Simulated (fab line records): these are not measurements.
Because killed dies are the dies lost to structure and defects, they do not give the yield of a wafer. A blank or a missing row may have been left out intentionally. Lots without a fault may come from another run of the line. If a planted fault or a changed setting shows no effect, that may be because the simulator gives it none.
Matching of chambers :: flow n5Finfet :: aldSin-03 running N5_STI_FIN_REVEAL_ALD_00: 4 sister chambers
The step deposits SiO2, target thk 1 nm, pulse time 1 s. 4 wafers are shown with their chamber, then 9 later ones without.

## EACH WAFER AND ITS CHAMBER
wafer: L085.2
chamber: 2
heaterPowerOuterW (W): 188

wafer: L088.2
chamber: 0
heaterPowerOuterW (W): 286

wafer: L088.3
chamber: 3
heaterPowerOuterW (W): 216

wafer: L088.5
chamber: 1
heaterPowerOuterW (W): 239

## WAFERS WHOSE CHAMBER IS MISSING
wafer: L089.2
heaterPowerOuterW (W): 185

wafer: L089.3
heaterPowerOuterW (W): 239

wafer: L089.6
heaterPowerOuterW (W): 239

wafer: L092.1
heaterPowerOuterW (W): 185

wafer: L092.4
heaterPowerOuterW (W): 244

wafer: L092.6
heaterPowerOuterW (W): 192

wafer: L095.1
heaterPowerOuterW (W): 235

wafer: L095.3
heaterPowerOuterW (W): 193

wafer: L095.4
heaterPowerOuterW (W): 286

## WHICH CHAMBER EACH ONE RAN IN
wafer: L089.2
from the rows above: 2
in truth: 2

wafer: L089.3
from the rows above: 1
in truth: 1

wafer: L089.6
from the rows above: 1
in truth: 1

wafer: L092.1
from the rows above: 2
in truth: 2

wafer: L092.4
from the rows above: 1
in truth: 1

wafer: L092.6
from the rows above: 2
in truth: 2

wafer: L095.1
from the rows above: 1
in truth: 1

wafer: L095.3
from the rows above: 2
in truth: 2

wafer: L095.4
from the rows above: 0
in truth: 0
Correctly placed: 9 of 9. From these rows, 0 cannot be placed. Wrongly placed: 0.
How it was worked out, from the rows above alone: a wafer's distance from a chamber is the root of the sum, over the readings, of the square of ((its reading less the chamber's mean) divided by the reading's scatter). The wafer belongs to the nearest chamber; if the next one is less than 2 further off, it can't be placed. A chamber's mean is the mean of its shown wafers. The scatter: root of mean squared gap, hidden wafer to nearest shown wafer, with one shown wafer a chamber.
